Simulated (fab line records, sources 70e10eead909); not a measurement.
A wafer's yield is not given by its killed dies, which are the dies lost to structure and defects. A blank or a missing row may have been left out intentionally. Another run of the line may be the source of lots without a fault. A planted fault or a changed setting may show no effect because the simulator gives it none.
Matching of chambers || flow nand harc || NHARC_A_BONDPAD_ETCH_34 on rie diel-06 has 4 sister chambers
The step etches the open film in N2/H2, target depth 60 nm, overetch 18 nm, time 65.91 s. 8 wafers are shown with their chamber, then 7 later ones without.

## WAFERS WITH THEIR CHAMBER
{"wafer": "L654.3", "chamber": 3, "rf vpp V (V)": 433, "oes product au (a.u.)": 1.012}
{"wafer": "L660.2", "chamber": 0, "rf vpp V (V)": 431, "oes product au (a.u.)": 1.000}
{"wafer": "L660.4", "chamber": 3, "rf vpp V (V)": 431, "oes product au (a.u.)": 0.985}
{"wafer": "L663.2", "chamber": 1, "rf vpp V (V)": 426, "oes product au (a.u.)": 1.002}
{"wafer": "L663.3", "chamber": 0, "rf vpp V (V)": 430, "oes product au (a.u.)": 1.004}
{"wafer": "L663.4", "chamber": 2, "rf vpp V (V)": 427, "oes product au (a.u.)": 0.987}
{"wafer": "L665.3", "chamber": 1, "rf vpp V (V)": 426, "oes product au (a.u.)": 0.982}
{"wafer": "L665.4", "chamber": 2, "rf vpp V (V)": 426, "oes product au (a.u.)": 0.990}

## WAFERS WITHOUT THEIR CHAMBER
{"wafer": "L665.6", "rf vpp V (V)": 432, "oes product au (a.u.)": 0.997}
{"wafer": "L667.1", "rf vpp V (V)": 426, "oes product au (a.u.)": 0.982}
{"wafer": "L667.2", "rf vpp V (V)": 427, "oes product au (a.u.)": 0.996}
{"wafer": "L667.4", "rf vpp V (V)": 433, "oes product au (a.u.)": 0.993}
{"wafer": "L676.1", "rf vpp V (V)": 434, "oes product au (a.u.)": 1.000}
{"wafer": "L676.2", "rf vpp V (V)": 426, "oes product au (a.u.)": 0.995}
{"wafer": "L676.5", "rf vpp V (V)": 426, "oes product au (a.u.)": 0.987}

## WHICH CHAMBER EACH WENT THROUGH
{"wafer": "L665.6", "from the rows above": "can't be placed: 3 or 0", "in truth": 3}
{"wafer": "L667.1", "from the rows above": "can't be placed: 2 or 1", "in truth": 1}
{"wafer": "L667.2", "from the rows above": "can't be placed: 2 or 1", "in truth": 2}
{"wafer": "L667.4", "from the rows above": "can't be placed: 3 or 0", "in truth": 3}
{"wafer": "L676.1", "from the rows above": "can't be placed: 3 or 0", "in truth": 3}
{"wafer": "L676.2", "from the rows above": "can't be placed: 1 or 2", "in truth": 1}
{"wafer": "L676.5", "from the rows above": "can't be placed: 1 or 2", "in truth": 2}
0 of 7 placed correctly. Cannot be placed on the basis of these rows: 7; the candidates contain the true chamber in 7. 0 placed wrongly.
How it was worked out, from the rows above alone: a wafer's distance from a chamber is the root of the sum, over the readings, of the square of ((its reading less the chamber's mean) divided by the reading's scatter). The wafer belongs to the nearest chamber; if the next one is less than 2 further off, it can't be placed. For every chamber, the mean is computed from those of its wafers that are shown. The scatter: take each reading less its chamber's mean, square it, sum over the shown wafers, divide by the number of wafers less the number of chambers, and take the root.
